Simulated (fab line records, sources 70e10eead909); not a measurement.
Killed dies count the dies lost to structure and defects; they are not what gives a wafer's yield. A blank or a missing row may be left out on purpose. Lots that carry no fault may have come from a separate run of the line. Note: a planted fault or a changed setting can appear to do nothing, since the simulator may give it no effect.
Which of the tools did it?    flow nandHarc    38 wafers from 13 lots sampled at 4 of the route's 1302 steps

== WHAT THE GAUGES SHOWED, per wafer ==
Not one reading of a measure or inspect step in the record can be checked against a usual standard deviation.

== WHICH TOOL RAN EACH LOT (tool, then ch and the chambers of the sampled wafers, then the start) ==
lot   NHARC_A_CONTACT_ETCH_102           NHARC_A_CONTACT_DEP_57        NHARC_A_CONTACT_DESCUM_74          NHARC_A_CONTACT_ETCH_75
L418  rieDiel-08 ch 1,3, day 22 08:46    aclDep-02 ch 0, day 22 11:49  rieDiel-01 ch 1,2,3, day 22 15:49  rieDiel-01 ch 0,2,3, day 22 15:54
L416  rieDiel-08 ch 2,3, day 22 09:40    aclDep-01 ch 0, day 22 13:02  rieDiel-08 ch 0,1,2, day 22 16:44  rieDiel-08 ch 0,2, day 22 16:49
L415  rieDiel-03 ch 0,2,3, day 22 13:11  aclDep-03 ch 0, day 22 15:41  rieDiel-01 ch 0,1,2, day 22 19:11  rieDiel-01 ch 1,2,3, day 22 19:15
L417  rieDiel-03 ch 0,2,3, day 22 16:55  aclDep-02 ch 0, day 22 18:45  rieDiel-08 ch 1,2,3, day 22 22:56  rieDiel-08 ch 0,2,3, day 22 23:01
L420  rieDiel-08 ch 1,2, day 23 10:27    aclDep-03 ch 0, day 23 11:07  rieDiel-01 ch 0,1,3, day 23 15:11  rieDiel-01 ch 2,3, day 23 15:17
L421  rieDiel-03 ch 0,3, day 24 07:28    aclDep-03 ch 0, day 24 10:52  rieDiel-08 ch 0,1,3, day 24 15:04  rieDiel-08 ch 1,3, day 24 15:09
L427  rieDiel-01 ch 0,1, day 27 09:56    aclDep-01 ch 0, day 27 15:15  rieDiel-08 ch 0,3, day 27 19:24    rieDiel-08 ch 0,2, day 27 19:29
L430  rieDiel-08 ch 0,2,3, day 27 22:15  aclDep-01 ch 0, day 28 02:38  rieDiel-03 ch 0,1,2, day 28 06:47  rieDiel-03 ch 0,1,2, day 28 06:52
L432  rieDiel-01 ch 0,1,3, day 28 10:10  aclDep-03 ch 0, day 28 10:53  rieDiel-01 ch 1,3, day 28 15:03    rieDiel-01 ch 1,2, day 28 15:08
L431  rieDiel-03 ch 1,2, day 28 16:36    aclDep-01 ch 0, day 28 17:16  rieDiel-01 ch 0,1, day 28 21:25    rieDiel-01 ch 0,1,2, day 28 21:29
L434  rieDiel-01 ch 0,1,2, day 29 20:21  aclDep-01 ch 0, day 29 21:01  rieDiel-03 ch 0,1,2, day 30 01:01  rieDiel-03 ch 1,2,3, day 30 01:06
L435  rieDiel-08 ch 0,3, day 30 00:29    aclDep-03 ch 0, day 30 06:07  rieDiel-03 ch 1,2, day 30 09:07    rieDiel-03 ch 1,2, day 30 09:11
L438  rieDiel-03 ch 1,2, day 31 23:35    aclDep-02 ch 0, day 32 05:01  rieDiel-01 ch 0,1,2, day 32 07:35  rieDiel-01 ch 0,1,3, day 32 07:40
- NHARC_A_CONTACT_ETCH_102: etches the open film in CF4/O2, target depth 100 nm, overetch 10 nm, time 55 s.
- NHARC_A_CONTACT_DEP_57: deposits aC, target thk 5300 nm.
- NHARC_A_CONTACT_DESCUM_74: chemistry O2, time 3 s.
- NHARC_A_CONTACT_ETCH_75: etches the open film in CF4, target depth 39 nm, time 65 s.

== WHAT THE TOOLS THEMSELVES READ (means of the sampled wafers that have a number; where no wafer has one, the mark that the record gives instead) ==
NHARC_A_CONTACT_ETCH_102. Usual: drypumpMotorCurrentA 5.6 A, standard deviation 0.47; oesProductAu 0.996 a.u., standard deviation 0.0083; rfVppV 197.2 V, standard deviation 1.4; showerheadPlenumPTorr 1.31 Torr, standard deviation 0.053; throttleValvePct 13.397 %, standard deviation 0.0093.
lot   tool        drypumpMotorCurrentA (A)  oesProductAu (a.u.)  rfVppV (V)  showerheadPlenumPTorr (Torr)  throttleValvePct (%)  flag
L418  rieDiel-08  5.7                       1.001                196.0       1.25                          13.394                
L416  rieDiel-08  5.9                       0.992                195.2       1.24                          13.404                
L415  rieDiel-03  5.3                       1.001                198.1       1.32                          13.394                
L417  rieDiel-03  5.4                       0.999                197.7       1.32                          13.398                
L420  rieDiel-08  6.2                       1.002                195.2       1.23                          13.393                
L421  rieDiel-03  5.3                       0.998                197.6       1.31                          13.403                
L427  rieDiel-01  5.7                       0.996                197.6       1.33                          13.393                
L430  rieDiel-08  5.7                       0.986                197.7       1.32                          13.397                
L432  rieDiel-01  5.6                       1.000                197.5       1.32                          13.402                
L431  rieDiel-03  5.4                       0.993                198.3       1.38                          13.400                
L434  rieDiel-01  5.7                       0.998                196.9       1.31                          13.402                
L435  rieDiel-08  5.5                       0.985                196.0       1.26                          13.394                
L438  rieDiel-03  5.4                       0.992                198.0       1.38                          13.398                

NHARC_A_CONTACT_DEP_57. Usual: throttleValvePct at 35.000 %, with a standard deviation of 0.009.
lot   tool       throttleValvePct (%)  flag
L418  aclDep-02  35.006                
L416  aclDep-01  35.005                
L415  aclDep-03  35.005                
L417  aclDep-02  35.006                
L420  aclDep-03  35.009                
L421  aclDep-03  34.996                
L427  aclDep-01  34.998                
L430  aclDep-01  34.995                
L432  aclDep-03  34.994                
L431  aclDep-01  34.999                
L434  aclDep-01  35.006                
L435  aclDep-03  34.999                
L438  aclDep-02  34.999                

NHARC_A_CONTACT_DESCUM_74. Usual: drypumpMotorCurrentA 5.6 A, standard deviation 0.44; oesProductAu 0.996 a.u., standard deviation 0.0077; rfVppV 57.7 V, standard deviation 0.94; showerheadPlenumPTorr 1.90 Torr, standard deviation 0.09; throttleValvePct 11.311 %, standard deviation 0.0096.
lot   tool        drypumpMotorCurrentA (A)  oesProductAu (a.u.)  rfVppV (V)  showerheadPlenumPTorr (Torr)  throttleValvePct (%)  flag
L418  rieDiel-01  5.8                       0.995                58.1        1.88                          11.310                
L416  rieDiel-08  6.0                       0.996                57.3        1.79                          11.302                
L415  rieDiel-01  5.7                       0.998                57.4        1.89                          11.307                
L417  rieDiel-08  5.9                       0.997                55.5        1.77                          11.318                
L420  rieDiel-01  5.6                       0.998                58.0        1.90                          11.314                
L421  rieDiel-08  5.7                       0.999                57.7        1.90                          11.317                
L427  rieDiel-08  5.5                       0.989                58.0        1.80                          11.328                
L430  rieDiel-03  5.3                       0.995                58.3        1.94                          11.303                
L432  rieDiel-01  6.1                       1.004                57.3        1.89                          11.315                
L431  rieDiel-01  5.5                       0.994                58.0        1.90                          11.315                
L434  rieDiel-03  5.3                       0.991                57.7        1.94                          11.308                
L435  rieDiel-03  5.4                       0.991                57.9        1.98                          11.309                
L438  rieDiel-01  5.7                       1.000                57.3        1.88                          11.307                

NHARC_A_CONTACT_ETCH_75. Usual: drypumpMotorCurrentA 5.6 A, standard deviation 0.44; oesProductAu 0.996 a.u., standard deviation 0.0075; rfVppV 151.1 V, standard deviation 1.3; showerheadPlenumPTorr 1.75 Torr, standard deviation 0.076; throttleValvePct 13.283 %, standard deviation 0.0089.
lot   tool        drypumpMotorCurrentA (A)  oesProductAu (a.u.)  rfVppV (V)  showerheadPlenumPTorr (Torr)  throttleValvePct (%)  flag
L418  rieDiel-01  5.4                       0.992                150.5       1.73                          13.287                
L416  rieDiel-08  5.8                       1.001                151.3       1.68                          13.286                
L415  rieDiel-01  5.8                       0.993                150.8       1.74                          13.285                
L417  rieDiel-08  5.7                       0.995                149.6       1.67                          13.287                
L420  rieDiel-01  5.6                       0.995                150.1       1.72                          13.275                
L421  rieDiel-08  5.9                       0.992                152.3       1.83                          13.278                
L427  rieDiel-08  5.8                       0.914                150.9       1.79                          13.284                OFF
L430  rieDiel-03  5.3                       0.997                151.8       1.80                          13.281                
L432  rieDiel-01  6.1                       1.007                150.4       1.75                          13.280                
L431  rieDiel-01  5.7                       0.994                151.1       1.74                          13.282                
L434  rieDiel-03  5.4                       0.995                151.4       1.76                          13.282                
L435  rieDiel-03  5.4                       0.994                152.5       1.82                          13.284                
L438  rieDiel-01  5.6                       0.999                151.1       1.75                          13.285                

== THE ANSWER, worked out from the rows above alone ==
Rule: take the mean of a lot's wafers that have a number; if it is more than 3 standard deviations from the usual mean, the lot is off. A lot without any number at a reading at which 4 lots or more have one is off too. Any other lot the step has rows for is counted as sound. After the gauges, taken in route order, come the tools' own readings; for these a lot's mean is taken, as printed above. The first step at which some lot is off is used, and at that step the reading that is off furthest; a lot without a number counts as furthest.
Off: L427 (NHARC_A_CONTACT_ETCH_75, oesProductAu).
A tool fits if, at that step or a process step before it, it ran every lot that is off, and no sound lot after the first of them. One candidate fits, namely rieDiel-08 at NHARC_A_CONTACT_DESCUM_74 and NHARC_A_CONTACT_ETCH_75. At NHARC_A_CONTACT_DESCUM_74 its last sound lot is L421 (day 24 15:04), its first lot that is off L427 (day 27 19:24): a fault that began between those two fits.

== WHAT THE SIMULATOR PUT IN ==
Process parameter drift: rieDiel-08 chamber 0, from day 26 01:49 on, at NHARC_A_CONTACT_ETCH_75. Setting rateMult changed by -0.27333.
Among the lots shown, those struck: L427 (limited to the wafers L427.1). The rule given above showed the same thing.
